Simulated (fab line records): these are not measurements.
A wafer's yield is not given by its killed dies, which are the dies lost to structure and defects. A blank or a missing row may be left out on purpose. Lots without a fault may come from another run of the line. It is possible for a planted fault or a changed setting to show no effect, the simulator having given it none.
The tool behind it: which one? :: flow nand-harc :: 33 wafers from 11 lots sampled at 5 of the route's 1302 steps

WHAT THE GAUGES READ, wafer by wafer
NHARC_END_SORT_01.
lot: L755
measured: day 29 19:08
on: prober-02
killed-at-array: 49 61 66

lot: L766
measured: day 31 23:48
on: prober-02
killed-at-array: 80 70 68

WHAT TOOL EACH LOT RAN ON (gives the tool, then ch and the chambers of the sampled wafers, and finally the start)
lot: L749
NHARC_A_CHANNEL_HOLE_D2_ETCH_27: har-etch-01 ch 0,1, day 13 20:23
NHARC_A_CHANNEL_HOLE_D2_ETCH_44: rie-diel-02 ch 1,2,3, day 13 21:08
NHARC_A_CHANNEL_FILL_D2_ALD_15: ald-sin-batch-01 ch 0, day 14 08:35
NHARC_A_CHANNEL_FILL_D2_ALD_16: ald-hk-01 ch 0,1, day 14 10:38

lot: L753
NHARC_A_CHANNEL_HOLE_D2_ETCH_27: har-etch-01 ch 0,1, day 17 18:58
NHARC_A_CHANNEL_HOLE_D2_ETCH_44: rie-diel-05 ch 0,1,3, day 17 19:41
NHARC_A_CHANNEL_FILL_D2_ALD_15: ald-sin-batch-01 ch 0, day 18 07:01
NHARC_A_CHANNEL_FILL_D2_ALD_16: ald-hk-04 ch 2,3, day 18 09:14

lot: L756
NHARC_A_CHANNEL_HOLE_D2_ETCH_27: har-etch-02 ch 0,1, day 17 19:53
NHARC_A_CHANNEL_HOLE_D2_ETCH_44: rie-diel-02 ch 0,1, day 17 20:36
NHARC_A_CHANNEL_FILL_D2_ALD_15: ald-sin-batch-01 ch 0, day 18 07:01
NHARC_A_CHANNEL_FILL_D2_ALD_16: ald-hk-04 ch 0,2, day 18 09:06

lot: L755
NHARC_A_CHANNEL_HOLE_D2_ETCH_27: har-etch-01 ch 0,1, day 18 15:25
NHARC_A_CHANNEL_HOLE_D2_ETCH_44: rie-diel-11 ch 0,2,3, day 18 16:09
NHARC_A_CHANNEL_FILL_D2_ALD_15: ald-sin-batch-01 ch 0, day 19 03:31
NHARC_A_CHANNEL_FILL_D2_ALD_16: ald-hk-02 ch 1,2,3, day 19 05:59

lot: L764
NHARC_A_CHANNEL_HOLE_D2_ETCH_27: har-etch-01 ch 0,1, day 19 15:51
NHARC_A_CHANNEL_HOLE_D2_ETCH_44: rie-diel-05 ch 0,2,3, day 19 16:32
NHARC_A_CHANNEL_FILL_D2_ALD_15: ald-sin-batch-02 ch 0, day 20 03:53
NHARC_A_CHANNEL_FILL_D2_ALD_16: ald-hk-04 ch 0,1,3, day 20 05:59

lot: L766
NHARC_A_CHANNEL_HOLE_D2_ETCH_27: har-etch-02 ch 0,1, day 20 03:15
NHARC_A_CHANNEL_HOLE_D2_ETCH_44: rie-diel-02 ch 0,1,2, day 20 04:00
NHARC_A_CHANNEL_FILL_D2_ALD_15: ald-sin-batch-02 ch 0, day 20 15:25
NHARC_A_CHANNEL_FILL_D2_ALD_16: ald-hk-04 ch 0,3, day 20 19:35

lot: L768
NHARC_A_CHANNEL_HOLE_D2_ETCH_27: har-etch-02 ch 0,1, day 20 21:32
NHARC_A_CHANNEL_HOLE_D2_ETCH_44: rie-diel-05 ch 0,1, day 20 22:17
NHARC_A_CHANNEL_FILL_D2_ALD_15: ald-sin-batch-03 ch 0, day 21 11:01
NHARC_A_CHANNEL_FILL_D2_ALD_16: ald-hk-01 ch 0,3, day 21 13:04

lot: L767
NHARC_A_CHANNEL_HOLE_D2_ETCH_27: har-etch-01 ch 0,1, day 20 22:59
NHARC_A_CHANNEL_HOLE_D2_ETCH_44: rie-diel-11 ch 0,2,3, day 20 23:44
NHARC_A_CHANNEL_FILL_D2_ALD_15: ald-sin-batch-01 ch 0, day 21 13:50
NHARC_A_CHANNEL_FILL_D2_ALD_16: ald-hk-01 ch 1,2, day 21 15:52

lot: L769
NHARC_A_CHANNEL_HOLE_D2_ETCH_27: har-etch-01 ch 0,1, day 21 11:23
NHARC_A_CHANNEL_HOLE_D2_ETCH_44: rie-diel-11 ch 0,1,3, day 21 12:07
NHARC_A_CHANNEL_FILL_D2_ALD_15: ald-sin-batch-02 ch 0, day 21 23:26
NHARC_A_CHANNEL_FILL_D2_ALD_16: ald-hk-01 ch 0,2,3, day 22 01:32

lot: L770
NHARC_A_CHANNEL_HOLE_D2_ETCH_27: har-etch-02 ch 0,1, day 22 15:46
NHARC_A_CHANNEL_HOLE_D2_ETCH_44: rie-diel-11 ch 1,2,3, day 22 16:29
NHARC_A_CHANNEL_FILL_D2_ALD_15: ald-sin-batch-02 ch 0, day 23 04:56
NHARC_A_CHANNEL_FILL_D2_ALD_16: ald-hk-01 ch 2,3, day 23 08:07

lot: L772
NHARC_A_CHANNEL_HOLE_D2_ETCH_27: har-etch-02 ch 1, day 23 20:12
NHARC_A_CHANNEL_HOLE_D2_ETCH_44: rie-diel-05 ch 1,2,3, day 23 20:57
NHARC_A_CHANNEL_FILL_D2_ALD_15: ald-sin-batch-02 ch 0, day 24 08:04
NHARC_A_CHANNEL_FILL_D2_ALD_16: ald-hk-01 ch 0,3, day 24 10:08
- NHARC_A_CHANNEL_HOLE_D2_ETCH_27: etches the open film in C4F8/O2/Ar, time 90 s, target depth 400 nm.
- NHARC_A_CHANNEL_HOLE_D2_ETCH_44: etches the open film in CF4/O2, target depth 140 nm, overetch 14 nm, time 77 s.
- NHARC_A_CHANNEL_FILL_D2_ALD_15: deposits SiNx, target thk 2 nm, pulse time 60 s, ald cycles 19.
- NHARC_A_CHANNEL_FILL_D2_ALD_16: deposits SiO2, target thk 1.5 nm, pulse time 10 s, ald cycles 15.

THE ANSWER, worked out from the rows above alone
Rule: what is usual is taken from the lots themselves. The widest of any qualifying gaps counts: lots, ordered by their means at a reading, are off when they make up no more than a third of the lots, leave a main group of 4 or more, and stand apart from it by 3 or more times the standard deviation of that group's means. The tables above print the reading to a certain number of digits; a main group whose means all agree to those digits is not used. A lot without any number at a reading at which 4 lots or more have one is off too. Any other lot the step has rows for is counted as sound.
Across all readings shown, no lot is off: no conclusion can be drawn from this.

WHAT HAD BEEN PUT IN BY THE SIMULATOR
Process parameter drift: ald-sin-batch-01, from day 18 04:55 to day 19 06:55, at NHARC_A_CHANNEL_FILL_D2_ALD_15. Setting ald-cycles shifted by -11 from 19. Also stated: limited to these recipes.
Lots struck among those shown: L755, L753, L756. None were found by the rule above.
